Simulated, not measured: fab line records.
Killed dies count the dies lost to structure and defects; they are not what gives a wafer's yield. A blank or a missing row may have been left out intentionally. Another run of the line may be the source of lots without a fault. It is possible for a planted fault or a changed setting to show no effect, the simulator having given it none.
Which tool was responsible? / flow n5Finfet / 24 wafers from 9 lots sampled at 6 of the route's 1938 steps

WHAT EACH GAUGE READ, for each wafer
N5_GATE_CUT_THK_MEAS_24.
lot=L482; measured=day 4 22:22; on=filmMetro-01; GC_FILL_THK (nm)=219.6 223.1 223.0
lot=L484; measured=day 5 09:37; on=filmMetro-01; GC_FILL_THK (nm)=217.5 220.0 220.1
lot=L490; measured=day 6 22:06; on=filmMetro-01; GC_FILL_THK (nm)=219.8 163.6
lot=L491; measured=day 7 06:25; on=filmMetro-02; GC_FILL_THK (nm)=218.1 163.6
lot=L492; measured=day 7 09:17; on=filmMetro-01; GC_FILL_THK (nm)=163.1 221.6
lot=L495; measured=day 8 08:15; on=filmMetro-01; GC_FILL_THK (nm)=221.6 220.4 218.5
lot=L500; measured=day 9 11:00; on=filmMetro-01; GC_FILL_THK (nm)=217.8 221.1 220.0
lot=L501; measured=day 9 18:29; on=filmMetro-02; GC_FILL_THK (nm)=216.1 218.4 218.6
lot=L503; measured=day 10 11:07; on=filmMetro-01; GC_FILL_THK (nm)=218.0 221.2 220.3

WHAT TOOL EACH LOT RAN ON (gives the tool, then ch and the chambers of the sampled wafers, and finally the start)
lot=L482; N5_GATE_CUT_CMP_02=cmp-01 ch 1,2,3, day 4 18:43; N5_GATE_CUT_HM_DEP_46=pecvd-04 ch 0,1,2, day 4 18:58; N5_GATE_CUT_HM_OPEN_40=rieDiel-01 ch 0,1,3, day 4 19:48; N5_GATE_CUT_CUT_ETCH_55=rieMetal-03 ch 0,1, day 4 20:09; N5_GATE_CUT_VAPOR_ETCH_49=rieMetal-03 ch 0,1, day 4 20:14
lot=L484; N5_GATE_CUT_CMP_02=cmp-03 ch 0,3, day 5 05:59; N5_GATE_CUT_HM_DEP_46=pecvd-04 ch 0,1,2, day 5 06:19; N5_GATE_CUT_HM_OPEN_40=rieDiel-04 ch 0,1,3, day 5 06:57; N5_GATE_CUT_CUT_ETCH_55=rieMetal-02 ch 0,1, day 5 07:18; N5_GATE_CUT_VAPOR_ETCH_49=rieMetal-02 ch 0,1, day 5 07:23
lot=L490; N5_GATE_CUT_CMP_02=cmp-02 ch 0,2, day 6 18:41; N5_GATE_CUT_HM_DEP_46=pecvd-04 ch 0,2, day 6 19:01; N5_GATE_CUT_HM_OPEN_40=rieDiel-02 ch 0,3, day 6 19:38; N5_GATE_CUT_CUT_ETCH_55=rieMetal-03 ch 0, day 6 19:59; N5_GATE_CUT_VAPOR_ETCH_49=rieMetal-03 ch 0, day 6 20:05
lot=L491; N5_GATE_CUT_CMP_02=cmp-02 ch 0,2, day 7 03:01; N5_GATE_CUT_HM_DEP_46=pecvd-04 ch 0, day 7 03:18; N5_GATE_CUT_HM_OPEN_40=rieDiel-04 ch 0,2, day 7 03:57; N5_GATE_CUT_CUT_ETCH_55=rieMetal-03 ch 0, day 7 04:17; N5_GATE_CUT_VAPOR_ETCH_49=rieMetal-03 ch 0, day 7 04:23
lot=L492; N5_GATE_CUT_CMP_02=cmp-01 ch 2,3, day 7 05:20; N5_GATE_CUT_HM_DEP_46=pecvd-04 ch 0,2, day 7 05:38; N5_GATE_CUT_HM_OPEN_40=rieDiel-04 ch 1,3, day 7 06:49; N5_GATE_CUT_CUT_ETCH_55=rieMetal-03 ch 0,1, day 7 07:10; N5_GATE_CUT_VAPOR_ETCH_49=rieMetal-03 ch 0,1, day 7 07:16
lot=L495; N5_GATE_CUT_CMP_02=cmp-02 ch 0,2,3, day 8 04:51; N5_GATE_CUT_HM_DEP_46=pecvd-03 ch 0,1,2, day 8 05:08; N5_GATE_CUT_HM_OPEN_40=rieDiel-02 ch 0,1, day 8 05:46; N5_GATE_CUT_CUT_ETCH_55=rieMetal-03 ch 0,1, day 8 06:08; N5_GATE_CUT_VAPOR_ETCH_49=rieMetal-03 ch 0,1, day 8 06:13
lot=L500; N5_GATE_CUT_CMP_02=cmp-02 ch 1,2,3, day 9 07:32; N5_GATE_CUT_HM_DEP_46=pecvd-01 ch 0,1, day 9 07:47; N5_GATE_CUT_HM_OPEN_40=rieDiel-01 ch 1,3, day 9 08:29; N5_GATE_CUT_CUT_ETCH_55=rieMetal-03 ch 0,1, day 9 08:50; N5_GATE_CUT_VAPOR_ETCH_49=rieMetal-03 ch 0,1, day 9 08:56
lot=L501; N5_GATE_CUT_CMP_02=cmp-01 ch 0,2,3, day 9 15:02; N5_GATE_CUT_HM_DEP_46=pecvd-03 ch 0,1, day 9 15:22; N5_GATE_CUT_HM_OPEN_40=rieDiel-01 ch 0,1, day 9 16:01; N5_GATE_CUT_CUT_ETCH_55=rieMetal-01 ch 0,1, day 9 16:22; N5_GATE_CUT_VAPOR_ETCH_49=rieMetal-01 ch 0,1, day 9 16:28
lot=L503; N5_GATE_CUT_CMP_02=cmp-03 ch 0,2,3, day 10 07:35; N5_GATE_CUT_HM_DEP_46=pecvd-01 ch 0,1,2, day 10 07:52; N5_GATE_CUT_HM_OPEN_40=rieDiel-04 ch 0,2, day 10 08:37; N5_GATE_CUT_CUT_ETCH_55=rieMetal-03 ch 0,1, day 10 08:58; N5_GATE_CUT_VAPOR_ETCH_49=rieMetal-03 ch 0,1, day 10 09:04
- N5_GATE_CUT_CMP_02: polishes, stops on SiO2, t overpolish 12.7 s, target thk 0 nm.
- N5_GATE_CUT_HM_DEP_46: deposits SiO2 from TEOS/O2, target thk 130 nm, time 26.6 s.
- N5_GATE_CUT_HM_OPEN_40: chemistry C4F6/O2, target SiO2, target depth 139 nm, time 85.1 s.
- N5_GATE_CUT_CUT_ETCH_55: etches HfO2 in BCl3, target depth 3.2 nm.
- N5_GATE_CUT_VAPOR_ETCH_49: etches TiAlC in BCl3/Cl2.

THE ANSWER, worked out from the rows above alone
Rule: what is usual is taken from the lots themselves. Put in order of their means at a reading, lots are off if they are a third of the lots or fewer, leave a main group of 4 or more, and stand apart from it by a gap of 3 or more times the standard deviation of the main group's means; of several such gaps the widest counts. A main group is skipped when, at the precision printed for the reading in the tables above, its means are all equal. Also off: a lot with no number at a reading for which 4 or more lots have one. Any other lot the step has rows for is counted as sound.
Off: at N5_GATE_CUT_THK_MEAS_24 (GC_FILL_THK), L490, L491, L492. Mean 219.7 nm and standard deviation 1.2 in the main group.
A tool fits if, at a process step before that reading, it ran every lot that is off, and no sound lot after the first of them. Those tools and the gauges at N5_GATE_CUT_THK_MEAS_24 are tried in the same way. One candidate fits, namely pecvd-04 at N5_GATE_CUT_HM_DEP_46. A fault onset in the window from L484 (day 5 06:19, its last sound lot) to L490 (day 6 19:01, its first lot off) fits.

WHAT HAD BEEN PUT IN BY THE SIMULATOR
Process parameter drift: pecvd-04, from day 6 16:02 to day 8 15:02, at N5_GATE_CUT_HM_DEP_46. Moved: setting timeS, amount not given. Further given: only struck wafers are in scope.
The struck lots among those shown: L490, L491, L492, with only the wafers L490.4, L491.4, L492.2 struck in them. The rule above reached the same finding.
